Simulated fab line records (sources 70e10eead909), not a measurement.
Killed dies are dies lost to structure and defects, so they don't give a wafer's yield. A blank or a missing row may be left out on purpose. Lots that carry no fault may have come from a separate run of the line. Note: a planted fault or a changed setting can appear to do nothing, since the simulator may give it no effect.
A lot that was struck, set against a sound lot / flow nand-harc / 43 steps out of a route of 1159
Sound: these wafers, L706.1, L706.5, L706.6. Struck: wafers L708.2, L708.5, L708.6. At the end, the cause is stated.
For every step that has rows: the tool of each side, followed by ch and its chambers, followed by its first start. Under that, the readings that differ: sound wafers / struck wafers / difference of the means / sigmas: that difference in standard deviations of wafers without a fault.
alike: a reading whose means differ by less than 2 such deviations, as well as words and numbers matching on both sides. not compared: withheld readings; readings where some wafer has no value; bounds like >300 that might hide an equal value; numbers whose values overlap and for which the record gives no deviation.
The two part at a step that has a row with sigmas, a row that says differs or no value, or rows on one side only. When numbers do not overlap yet have no deviation, they are printed without sigmas and do not part them. A reading that every wafer of one side lacks parts them only if that side has two wafers or more.

NHARC_P_GATE_ALD_36: deposits SiNx, target thk 20 nm, pulse time 60 s, ald cycles 223.
  sound on ald-sin-02 ch 0,1,2, day 5 18:39; struck on ald-sin-03 ch 0,3, day 5 23:43
  alike: heater-power-w, precursor-pulse-height-rel
  not compared: since-wet-clean-h
NHARC_P_GATE_ETCHBACK_37: etches the open film in CHF3/O2, target depth 34.5 nm, time 17.2 s.
  sound on rie-diel-03 ch 1,2; struck on rie-diel-01 ch 0,1,2
  alike: chamber-pressure-mTorr, drypump-motor-current-A, oes-product-au, rf-fwd-power-W, rf-vpp-V, showerhead-plenum-p-Torr, throttle-valve-pct
  not compared: rf-hours-counter-h
then, 10 steps without rows for these wafers: NHARC_P_GATE_STRIP_101 (strips in O2, time 20 s); NHARC_P_GATE_PRECLEAN_97 (cleans in SPM, time 600 s); NHARC_P_GATE_SRD_98; NHARC_P_GATE_PRECLEAN_99 (cleans in SC1); NHARC_P_GATE_SRD_100; NHARC_P_GATE_DEHYDRATE_38 (time 120 s); NHARC_P_GATE_HMDS_39 (time 30 s); NHARC_P_GATE_COAT_40; NHARC_P_GATE_SOFTBAKE_41 (time 95 s); NHARC_P_GATE_EBR_42.
NHARC_P_GATE_EXPOSE_43: exposes mask P NSD, target cd 720 nm.
  sound on krf-scanner-04 ch 0, day 6 02:49; struck on krf-scanner-03 ch 0, day 6 10:10
reading=mask; sound=P_NSD#0 P_NSD#0 P_NSD#0; struck=P_NSD_R1#0 P_NSD_R1#0 P_NSD_R1#0; difference=differs; sigmas=
then, 2 steps without rows for these wafers: NHARC_P_GATE_PEB_44 (peb time 85 s); NHARC_P_GATE_DEVELOP_45 (time 70 s).
NHARC_P_GATE_CD_MEAS_46 targets a cd of 720 nm.
  sound on cd-sem-03 ch 0, day 6 02:58; struck on cd-sem-03 ch 0
reading=cd-nm (nm); sound=720.3 721.1 721.3; struck=688.2 687.6 686.2; difference=-33.6; sigmas=-21
  not compared: hold
NHARC_P_GATE_DESCUM_48: chemistry O2, time 3 s.
  sound on rie-diel-03 ch 0,1, day 6 03:08; struck on rie-diel-01 ch 1,2, day 6 14:38
reading=model.P_GATE.cd-nm (nm); sound=719.8 720.4 720.8; struck=688 688.2 686.7; difference=-33; sigmas=
  alike: chamber-pressure-mTorr, drypump-motor-current-A, oes-product-au, rf-vpp-V, showerhead-plenum-p-Torr, throttle-valve-pct
  not compared: rf-hours-counter-h
then, 12 steps without rows for these wafers: NHARC_P_GATE_IMPLANT_49; NHARC_P_GATE_STRIP_111 (strips in N2/H2, time 250 s); NHARC_P_GATE_STRIP_75 (strips in O2); NHARC_P_GATE_STRIP_50 (strips in SPM, time 900 s); NHARC_P_GATE_DEHYDRATE_51 (time 120 s); NHARC_P_GATE_HMDS_52 (time 30 s); NHARC_P_GATE_COAT_53; NHARC_P_GATE_SOFTBAKE_54 (time 95 s); NHARC_P_GATE_EBR_55; NHARC_P_GATE_EXPOSE_56 (exposes mask P PSD, target cd 720 nm); NHARC_P_GATE_PEB_57 (peb time 85 s); NHARC_P_GATE_DEVELOP_58 (time 70 s).
NHARC_P_GATE_CD_MEAS_59 targets a cd of 720 nm.
  sound on cd-sem-03 ch 0, day 6 04:44; struck on cd-sem-02 ch 0, day 6 16:07
  alike: cd-nm
then, 1 step without rows for these wafers: NHARC_P_GATE_HARDBAKE_60 (time 80 s).
NHARC_P_GATE_DESCUM_61: chemistry O2, time 3 s.
  sound on rie-diel-07 ch 0,2,3, day 6 04:57; struck on rie-diel-07 ch 0,1,2, day 6 16:17
  alike: chamber-pressure-mTorr, drypump-motor-current-A, oes-product-au, rf-vpp-V, showerhead-plenum-p-Torr, throttle-valve-pct
  not compared: rf-hours-counter-h
after that, 1 step had no rows for these wafers: NHARC_P_GATE_IMPLANT_62.
NHARC_P_GATE_STRIP_112: strips in N2/H2, time 200 s.
  sound on plasma-asher-02 ch 0,1, day 6 05:20; struck on plasma-asher-01 ch 0,1, day 6 16:38
  alike: drypump-motor-current-A, heater-power-w, temp-c
  not compared: rf-hours-counter-h
NHARC_P_GATE_STRIP_76: strips in O2.
  sound on plasma-asher-02 ch 0,1, day 6 05:34; struck on plasma-asher-01 ch 0,1, day 6 16:53
  alike: drypump-motor-current-A, heater-power-w, temp-c
  not compared: rf-hours-counter-h
then, 6 steps without rows for these wafers: NHARC_P_GATE_STRIP_63 (strips in SPM, time 900 s); NHARC_P_GATE_DEHYDRATE_83 (time 120 s); NHARC_P_GATE_HMDS_84 (time 30 s); NHARC_P_GATE_COAT_85; NHARC_P_GATE_SOFTBAKE_86 (time 95 s); NHARC_P_GATE_EBR_87.
-- record jumps: 13 days separate the struck wafers' starts on either side; left off in module P_GATE, taken up again in module A_BLC, whose first shown step is the route's number 977 --
NHARC_A_BLC_DESCUM_15: chemistry O2, time 3 s.
  sound on rie-diel-04 ch 0,2,3, day 18 05:25; struck on rie-diel-04 ch 2,3, day 19 14:22
  alike: chamber-pressure-mTorr, drypump-motor-current-A, oes-product-au, rf-vpp-V, showerhead-plenum-p-Torr, throttle-valve-pct
  not compared: rf-hours-counter-h, model.A_BLC.cd-nm
NHARC_END_SORT_01:
  sound on prober-01 ch 0, day 20 14:07; struck on prober-02 ch 0, day 21 05:08
  alike: killed-at-array, killed-at-other, killed-at-periphery, killed-dies, killed-open, killed-short

## WHERE THEY PART
Earliest at NHARC_P_GATE_EXPOSE_43; latest, in this record, at NHARC_P_GATE_CD_MEAS_46. Later steps at which nothing parts them and some readings are alike: NHARC_P_GATE_DESCUM_48, NHARC_P_GATE_CD_MEAS_59, NHARC_P_GATE_DESCUM_61, NHARC_P_GATE_STRIP_112, NHARC_P_GATE_STRIP_76, NHARC_A_BLC_DESCUM_15, NHARC_END_SORT_01.

WHY: the cause the simulator had injected
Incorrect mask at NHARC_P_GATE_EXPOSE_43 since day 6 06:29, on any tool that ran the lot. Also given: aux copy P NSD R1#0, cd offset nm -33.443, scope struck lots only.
